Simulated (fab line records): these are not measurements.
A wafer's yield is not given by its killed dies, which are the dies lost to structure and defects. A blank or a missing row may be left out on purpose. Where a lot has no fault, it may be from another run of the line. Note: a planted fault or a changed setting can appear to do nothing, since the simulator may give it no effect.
A lot that was struck, set against a sound lot | flow n5Finfet | 15 steps out of a route of 1938
Sound: the wafers L370.3, L370.4, L370.5. Wafers struck: L375.2, L375.6. Last of all comes the cause.
Order at every step that has rows: each side's tool, ch and its chambers, its first start. Under that, the readings that differ: sound wafers | struck wafers | difference of the means | sigmas: that difference in standard deviations of wafers without a fault.
alike: readings whose means differ by less than 2 such deviations, and words and numbers that are the same on both sides. not compared: withheld readings, readings that some wafer has no value for, bounds like >300 that may hide the same value, and numbers for which the record gives no deviation and whose values overlap.
Wherever a step has rows on one side only, a row that says differs or no value, or a row with sigmas, the two part there. Numbers that have no deviation but don't overlap get no sigmas and don't part them. A reading missing from all wafers of one side parts the sides only when that side holds two or more wafers.

first, 8 steps without rows for these wafers: N5_BEOL_M11_COAT_63 (time 60 s, resist thk 100 nm); N5_BEOL_M11_COAT_64 (time 60 s, resist thk 30 nm); N5_BEOL_M11_COAT_22 (resist thk 90 nm); N5_BEOL_M11_EBR_24; N5_BEOL_M11_SOFTBAKE_23 (time 60 s); N5_BEOL_M11_EXPOSE_25 (exposes mask V10); N5_BEOL_M11_PEB_26 (peb time 60 s); N5_BEOL_M11_DEVELOP_27 (develop time 30 s).
N5_BEOL_M11_CD_MEAS_28: the cd target is 70 nm.
  sound on cdSem-01 ch 0, day 11 13:52; struck on cdSem-03 ch 0, day 13 13:05
  alike: cdNm
N5_BEOL_M11_OVL_MEAS_29:
  sound on overlay-01 ch 0, day 11 13:53; struck on overlay-01 ch 0, day 13 13:06
  alike: V10_OVL
N5_BEOL_M11_INSPECT_30: inspects for defects (brightfield).
  sound on defectInspect-01 at day 11 13:55; struck on defectInspect-02 at day 13 13:08
  alike: rawDefectCount
N5_BEOL_M11_DESCUM_33: chemistry O2, time 7.9 s.
  sound on rieDiel-04 ch 1,2, day 11 13:56; struck on rieDiel-01 ch 0,3, day 13 13:10
  alike: drypumpMotorCurrentA, o2FlowSccm, oesProductAu, rfVppV, showerheadPlenumPTorr, throttleValvePct
  not compared: rfHoursCounterH
N5_BEOL_M11_ETCH_65: etches SiARC in CF4, target depth 39 nm, time 65 s.
  sound on rieDiel-04 ch 1,2, day 11 13:59; struck on rieDiel-01 ch 0,3, day 13 13:12
reading           | sound          | struck     | difference | sigmas
etchRfOnTimeS (s) | 62.3 61.7 62.1 | 100.9 99.0 | +37.9      | +16
  alike: drypumpMotorCurrentA, oesProductAu, rfVppV, showerheadPlenumPTorr, throttleValvePct
  not compared: rfHoursCounterH
N5_BEOL_M11_ETCH_66: etches SOC in N2/H2, target depth 120 nm, overetch 24 nm, time 180 s.
  sound on rieDiel-04 ch 1,2, day 11 14:02; struck on rieDiel-01 ch 0,3, day 13 13:15
  alike: drypumpMotorCurrentA, oesProductAu, rfVppV, showerheadPlenumPTorr, throttleValvePct
  not compared: rfHoursCounterH
-- here the record skips 2 days between the struck wafers' starts before and after, leaving off in module BEOL_M11 and picking up in module PASSIVATION (first step shown: number 1936 of the route) --
N5_PASSIVATION_PROBE_49:
  sound on prober-02 at day 13 07:19; struck on prober-01 at day 15 15:16
reading            | sound    | struck | difference | sigmas
killed_at_M0_to_M3 | 54 44 39 | 24 22  | -23        | -2
  alike: defectLimitedYield, killed_at_M4_up, killedAtContacts, killedAtFrontEnd, killedAtOther, killedDies, killedOpen, killedShort, sort_bin_5_function, sort_bin_6_memory, sort_bin_8_speed, sortNPass, sortYieldPct

WHERE THEY PART
Last at N5_PASSIVATION_PROBE_49 as far as this record goes, first at N5_BEOL_M11_ETCH_65.

WHY: the cause the simulator had injected
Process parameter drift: rieDiel-01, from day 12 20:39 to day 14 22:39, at N5_BEOL_M11_ETCH_65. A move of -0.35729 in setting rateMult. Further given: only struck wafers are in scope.
